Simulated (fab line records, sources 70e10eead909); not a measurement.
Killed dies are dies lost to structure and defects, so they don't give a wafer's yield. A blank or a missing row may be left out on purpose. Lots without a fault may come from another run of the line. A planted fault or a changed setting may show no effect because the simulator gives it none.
Tool commonality check | flow nand_harc | 5 lots, 15 wafers sampled

WHY IT WAS OPENED
At NHARC_END_SORT_01 the reading sort_bin_2_pct is flagged on 2 of 5 lots. Wafers without a fault read 1.5 %, standard deviation 0.66.
Rule: a lot is flagged when every wafer of it that has a number lies more than 4 standard deviations from that mean, or none has a number. The other lots count as sound.

lot  | measured     | on        | sort_bin_2_pct (%), wafer by wafer | flag
L612 | day 20 17:01 | prober-02 | 1.0 1.0 2.1                        |
L619 | day 23 02:41 | prober-01 | 25.7 24.4 26.3                     | FLAGGED
L624 | day 23 03:21 | prober-02 | 27.0 28.5 24.8                     | FLAGGED
L621 | day 23 10:24 | prober-01 | 2.4 1.5 2.5                        |
L630 | day 25 05:35 | prober-01 | 0.7 0.6 0.7                        |
The numbers of the flagged lots are 26.1 % on average: +24.6 % against the usual, or +37 standard deviations.

WHICH TOOL RAN EACH LOT
The record holds 4 process steps before the reading, out of a route of 1159 steps. In each cell: the tool, then ch and the chambers that the sampled wafers went through, then the start.
lot  | flag    | NHARC_A_BONDPAD_CMP_29        | NHARC_THIN_TSV_STRIP_45              | NHARC_THIN_TSV_ANNEAL_52         | NHARC_THIN_TSV_PRE_CLEAN_54
L612 |         | cmp-01 ch 1,3, day 19 02:11   | plasma_asher-02 ch 0,1, day 19 20:22 | rtp_anneal-01 ch 0, day 19 23:22 | pvd_sputter-01, day 20 00:08
L619 | FLAGGED | cmp-01 ch 0,1,2, day 21 15:55 | plasma_asher-01 ch 0,1, day 22 12:19 | rtp_anneal-01 ch 0, day 22 15:35 | pvd_sputter-03, day 22 16:28
L624 | FLAGGED | cmp-01 ch 0,3, day 21 16:53   | plasma_asher-02 ch 0, day 22 13:44   | rtp_anneal-02 ch 0, day 22 16:40 | pvd_sputter-03, day 22 17:33
L621 |         | cmp-02 ch 0,1,2, day 22 00:07 | plasma_asher-01 ch 0,1, day 22 18:07 | rtp_anneal-01 ch 0, day 22 21:04 | pvd_sputter-03, day 22 21:56
L630 |         | cmp-02 ch 0,2, day 23 14:46   | plasma_asher-01 ch 0,1, day 24 09:23 | rtp_anneal-01 ch 0, day 24 12:54 | pvd_sputter-01, day 24 13:46
What these steps do:
- NHARC_A_BONDPAD_CMP_29: polishes SiCN, target thk 200 nm.
- NHARC_THIN_TSV_STRIP_45: strips in O2.
- NHARC_THIN_TSV_ANNEAL_52: time 90 s.
- NHARC_THIN_TSV_PRE_CLEAN_54: time 30 s.
- NHARC_END_SORT_01

FLAGGED OVER TOTAL, TOOL BY TOOL (the gauges that took the reading come last)
step                        | tool            | lots run | flagged | share of the flagged lots | sound lots run after its first flagged lot
NHARC_A_BONDPAD_CMP_29      | cmp-01          | 3        | 2       | all                       | 0
NHARC_A_BONDPAD_CMP_29      | cmp-02          | 2        | 0       | none                      | -
NHARC_THIN_TSV_STRIP_45     | plasma_asher-01 | 3        | 1       | some                      | 2 (L621,L630)
NHARC_THIN_TSV_STRIP_45     | plasma_asher-02 | 2        | 1       | some                      | 0
NHARC_THIN_TSV_ANNEAL_52    | rtp_anneal-01   | 4        | 1       | some                      | 2 (L621,L630)
NHARC_THIN_TSV_ANNEAL_52    | rtp_anneal-02   | 1        | 1       | some                      | 0
NHARC_THIN_TSV_PRE_CLEAN_54 | pvd_sputter-01  | 2        | 0       | none                      | -
NHARC_THIN_TSV_PRE_CLEAN_54 | pvd_sputter-03  | 3        | 2       | all                       | 1 (L621)
NHARC_END_SORT_01           | prober-01       | 3        | 1       | some                      | 2 (L621,L630)
NHARC_END_SORT_01           | prober-02       | 2        | 1       | some                      | 0

WHAT THE TABLE ALLOWS
2 rows of the table ran every flagged lot: cmp-01 at NHARC_A_BONDPAD_CMP_29, pvd_sputter-03 at NHARC_THIN_TSV_PRE_CLEAN_54.
- cmp-01 at NHARC_A_BONDPAD_CMP_29: 2 of its 3 lots flagged. Its last sound lot is L612 (day 19 02:11), its first flagged lot L619 (day 21 15:55): a fault that began between those two fits.
- pvd_sputter-03 at NHARC_THIN_TSV_PRE_CLEAN_54: 2 of its 3 lots flagged. Sound lots ran on it after the first flagged one (L621), which a lasting fault on the whole tool wouldn't allow.
One tool is left: cmp-01 at NHARC_A_BONDPAD_CMP_29.

WHAT THE SIMULATOR HAD PUT IN
Chamber particle source: cmp-01, from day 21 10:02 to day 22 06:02, at NHARC_A_BONDPAD_CMP_29. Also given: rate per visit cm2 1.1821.
Lots struck among those shown: L619, L624. The rule above found the same.
